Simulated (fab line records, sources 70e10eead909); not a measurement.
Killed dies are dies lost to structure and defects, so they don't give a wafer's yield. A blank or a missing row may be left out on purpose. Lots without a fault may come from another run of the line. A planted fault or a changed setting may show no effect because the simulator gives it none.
Which tool did it? | flow nand_harc | 11 lots, 33 wafers sampled, at 6 steps of a route of 1302

WHAT THE GAUGES READ, wafer by wafer
NHARC_P_M1_CD_MEAS_09: target cd 130 nm.
lot  | measured     | on        | cd_nm (nm)
L291 | day 6 10:38  | cd_sem-01 | 128.8 129.6 129.7
L290 | day 6 11:19  | cd_sem-01 | 129.6 129.4 129.2
L292 | day 7 01:08  | cd_sem-02 | 129.6 129.7 130.0
L293 | day 7 14:44  | cd_sem-03 | 130.0 129.5 129.4
L295 | day 8 10:36  | cd_sem-03 | 129.4 128.7 129.1
L297 | day 9 07:58  | cd_sem-01 | 130.0 130.1 129.6
L298 | day 9 18:00  | cd_sem-01 | 129.9 130.3 130.4
L299 | day 9 22:33  | cd_sem-02 | 127.2 126.3 127.1
L300 | day 10 07:49 | cd_sem-01 | 130.3 130.4 130.3
L308 | day 13 17:43 | cd_sem-03 | 129.4 130.7 130.4
L312 | day 15 06:50 | cd_sem-02 | 129.7 130.0 130.0

NHARC_END_SORT_01.
lot  | measured     | on        | defect_limited_yield (%) | killed_at_array | killed_at_other | killed_at_periphery | killed_dies | killed_open | killed_short
L291 | day 24 23:37 | prober-02 | 92 91 92                 | 48 57 49        | 0 0 0           | 9 5 5               | 57 62 54    | 3 3 3       | 5 4 2
L290 | day 24 19:07 | prober-01 | 89 90 91                 | 72 67 59        | 0 0 0           | 2 1 2               | 74 68 61    | 6 2 2       | 3 1 3
L292 | day 25 05:29 | prober-01 | 91 92 92                 | 55 50 55        | 0 1 1           | 3 0 1               | 58 51 57    | 4 1 4       | 2 1 4
L293 | day 25 18:29 | prober-02 | 88 85 84                 | 80 102 101      | 3 0 2           | 0 1 2               | 83 103 105  | 3 1 3       | 4 1 3
L295 | day 27 06:52 | prober-01 | 94 95 95                 | 34 27 34        | 4 2 0           | 4 8 3               | 42 37 37    | 8 6 4       | 1 2 3
L297 | day 27 11:55 | prober-02 | 88 88 88                 | 77 77 80        | 0 1 1           | 4 2 2               | 81 80 83    | 4 2 4       | 2 1 6
L298 | day 27 23:46 | prober-01 | 90 92 93                 | 62 50 45        | 0 2 0           | 3 2 3               | 65 54 48    | 5 5 2       | 1 4 0
L299 | day 28 00:34 | prober-02 | 91 92 91                 | 52 49 60        | 4 2 2           | 3 5 2               | 59 56 64    | 2 1 2       | 0 2 0
L300 | day 28 10:22 | prober-02 | 92 93 94                 | 51 41 39        | 1 0 0           | 5 5 0               | 57 46 39    | 4 3 2       | 3 0 1
L308 | day 32 06:52 | prober-01 | 90 90 92                 | 60 57 47        | 4 0 3           | 4 8 1               | 68 65 51    | 4 4 1       | 3 2 2
L312 | day 33 11:53 | prober-01 | 85 87 89                 | 84 73 60        | 2 2 0           | 16 14 14            | 102 89 74   | 7 5 5       | 3 4 2

WHICH TOOL RAN EACH LOT (tool, then ch and the chambers of the sampled wafers, then the start)
lot  | NHARC_P_M0_DESCUM_14               | NHARC_P_M0_PVD_21                       | NHARC_P_M1_EXPOSE_06               | NHARC_P_M1_ETCH_15
L291 | rie_diel-10 ch 1,2,3, day 6 06:44  | pvd_sputter-03, day 6 10:30 or earlier  | arfi_scanner-03 ch 0, day 6 10:30  | rie_diel-04 ch 2,3, day 24 23:37 or earlier
L290 | rie_diel-01 ch 1,2, day 6 07:28    | pvd_sputter-02, day 6 11:11 or earlier  | arfi_scanner-01 ch 0, day 6 11:11  | rie_diel-04 ch 2,3, day 24 19:07 or earlier
L292 | rie_diel-05 ch 0,1,2, day 6 21:12  | pvd_sputter-02, day 7 00:59 or earlier  | arfi_scanner-01 ch 0, day 7 00:59  | rie_diel-11 ch 1,2,3, day 25 05:29 or earlier
L293 | rie_diel-05 ch 0,1,2, day 7 10:47  | pvd_sputter-01, day 7 14:36 or earlier  | arfi_scanner-03 ch 0, day 7 14:36  | rie_diel-04 ch 1,2,3, day 25 18:29 or earlier
L295 | rie_diel-05 ch 0,2,3, day 8 06:30  | pvd_sputter-01, day 8 10:28 or earlier  | arfi_scanner-03 ch 0, day 8 10:28  | rie_diel-11 ch 0,1,3, day 27 06:52 or earlier
L297 | rie_diel-01 ch 0,2, day 9 04:05    | pvd_sputter-01, day 9 07:49 or earlier  | arfi_scanner-02 ch 0, day 9 07:49  | rie_diel-11 ch 1,2, day 27 11:55 or earlier
L298 | rie_diel-10 ch 1,2,3, day 9 13:55  | pvd_sputter-01, day 9 17:52 or earlier  | arfi_scanner-02 ch 0, day 9 17:52  | rie_diel-11 ch 0,2,3, day 27 23:46 or earlier
L299 | rie_diel-10 ch 1,2,3, day 9 18:35  | pvd_sputter-03, day 9 22:25 or earlier  | arfi_scanner-03 ch 0, day 9 22:25  | rie_diel-11 ch 0,1,2, day 28 00:34 or earlier
L300 | rie_diel-10 ch 0,1, day 10 03:46   | pvd_sputter-02, day 10 07:41 or earlier | arfi_scanner-01 ch 0, day 10 07:41 | rie_diel-04 ch 1,2,3, day 28 10:22 or earlier
L308 | rie_diel-01 ch 1,2,3, day 13 13:49 | pvd_sputter-01, day 13 17:34 or earlier | arfi_scanner-02 ch 0, day 13 17:34 | rie_diel-11 ch 0,3, day 32 06:52 or earlier
L312 | rie_diel-05 ch 0,1,3, day 15 02:21 | pvd_sputter-02, day 15 06:41 or earlier | arfi_scanner-02 ch 0, day 15 06:41 | rie_diel-11 ch 0,1,3, day 33 11:53 or earlier
- NHARC_P_M0_DESCUM_14: chemistry O2, time 3 s.
- NHARC_P_M0_PVD_21: deposits Cu, target thk 30 nm, time 20.49 s.
- NHARC_P_M1_EXPOSE_06: exposes mask P M1, target cd 130 nm.
- NHARC_P_M1_ETCH_15: etches the open film in C4F8/Ar, target depth 182.5 nm, time 91.2 s.

WHAT THE TOOLS THEMSELVES READ (means of the sampled wafers that have a number; where no wafer has one, the mark that the record gives instead)
NHARC_P_M0_DESCUM_14.
lot  | tool        | drypump_motor_current_A (A) | oes_product_au (a.u.) | rf_vpp_V (V) | showerhead_plenum_p_Torr (Torr) | throttle_valve_pct (%)
L291 | rie_diel-10 | 5.7                         | 1.008                 | 57.0         | 1.92                            | 11.296
L290 | rie_diel-01 | 6.0                         | 0.998                 | 56.8         | 1.86                            | 11.306
L292 | rie_diel-05 | 5.9                         | 1.001                 | 57.5         | 1.92                            | 11.309
L293 | rie_diel-05 | 5.9                         | 1.006                 | 58.5         | 1.92                            | 11.315
L295 | rie_diel-05 | 5.8                         | 1.002                 | 57.3         | 1.93                            | 11.302
L297 | rie_diel-01 | 5.1                         | 1.007                 | 57.4         | 1.88                            | 11.316
L298 | rie_diel-10 | 5.7                         | 1.005                 | 58.1         | 1.91                            | 11.309
L299 | rie_diel-10 | 5.7                         | 1.006                 | 58.1         | 1.91                            | 11.309
L300 | rie_diel-10 | 5.5                         | 1.020                 | 58.2         | 1.82                            | 11.310
L308 | rie_diel-01 | 5.9                         | 1.007                 | 58.4         | 2.00                            | 11.307
L312 | rie_diel-05 | 5.8                         | 1.003                 | 57.7         | 1.96                            | 11.305

NHARC_P_M0_PVD_21.
lot  | tool           | cathode_dc_power_W (W) | throttle_valve_pct (%)
L291 | pvd_sputter-03 | 5000.9                 | 30.4
L290 | pvd_sputter-02 | 5000.4                 | 28.8
L292 | pvd_sputter-02 | 5000.0                 | 30.1
L293 | pvd_sputter-01 | 4999.3                 | 28.5
L295 | pvd_sputter-01 | 4999.8                 | 28.5
L297 | pvd_sputter-01 | 5000.3                 | 28.6
L298 | pvd_sputter-01 | 5000.5                 | 29.2
L299 | pvd_sputter-03 | 4999.8                 | 30.0
L300 | pvd_sputter-02 | 4999.7                 | 29.1
L308 | pvd_sputter-01 | 4999.5                 | 29.2
L312 | pvd_sputter-02 | 5000.0                 | 30.3

NHARC_P_M1_EXPOSE_06.
lot  | tool            | exposure_dose_mJ_cm2
L291 | arfi_scanner-03 | 81.8
L290 | arfi_scanner-01 | 83.3
L292 | arfi_scanner-01 | 83.2
L293 | arfi_scanner-03 | 81.7
L295 | arfi_scanner-03 | 81.7
L297 | arfi_scanner-02 | 81.8
L298 | arfi_scanner-02 | 81.7
L299 | arfi_scanner-03 | 79.3
L300 | arfi_scanner-01 | 83.2
L308 | arfi_scanner-02 | 83.1
L312 | arfi_scanner-02 | 83.3

NHARC_P_M1_ETCH_15.
lot  | tool        | oes_product_au (a.u.) | rf_vpp_V (V)
L291 | rie_diel-04 | 0.961                 | 438.3
L290 | rie_diel-04 | 0.923                 | 437.9
L292 | rie_diel-11 | 0.963                 | 442.2
L293 | rie_diel-04 | 0.943                 | 441.4
L295 | rie_diel-11 | 0.910                 | 440.6
L297 | rie_diel-11 | 0.963                 | 439.4
L298 | rie_diel-11 | 0.920                 | 441.4
L299 | rie_diel-11 | 0.964                 | 440.1
L300 | rie_diel-04 | 0.959                 | 439.6
L308 | rie_diel-11 | 0.962                 | 440.4
L312 | rie_diel-11 | 0.929                 | 440.3

THE ANSWER, worked out from the rows above alone
Rule: what is usual is taken from the lots themselves. Put in order of their means at a reading, lots are off if they are a third of the lots or fewer, leave a main group of 4 or more, and stand apart from it by a gap of 3 or more times the standard deviation of the main group's means; of several such gaps the widest counts. A main group whose means are all the same, to the digits that the tables above print for the reading, isn't used. A lot without any number at a reading at which 4 lots or more have one is off too. The other lots that the step has rows for count as sound. The gauges are gone through in route order, then the tools' own readings, and for those a lot's mean is taken as printed above. The first step at which some lot is off is used, and at that step the reading that is off furthest; a lot without a number counts as furthest.
Off: L299, at NHARC_P_M1_CD_MEAS_09 (cd_nm). The main group: mean 129.8 nm, standard deviation 0.39.
A tool fits if, at a process step before that reading, it ran every lot that is off, and no sound lot after the first of them. The gauges at NHARC_P_M1_CD_MEAS_09 aren't tried: what is off there is off at NHARC_P_M1_EXPOSE_06 too, on other tools, and a gauge's error can't cause that. NHARC_P_M0_PVD_21 gives no start for some lots, so the hours and the order of its lots are those of NHARC_P_M1_EXPOSE_06. Can't be told from this: 2 tools fit, pvd_sputter-03 at NHARC_P_M0_PVD_21, arfi_scanner-03 at NHARC_P_M1_EXPOSE_06.

WHAT THE SIMULATOR HAD PUT IN
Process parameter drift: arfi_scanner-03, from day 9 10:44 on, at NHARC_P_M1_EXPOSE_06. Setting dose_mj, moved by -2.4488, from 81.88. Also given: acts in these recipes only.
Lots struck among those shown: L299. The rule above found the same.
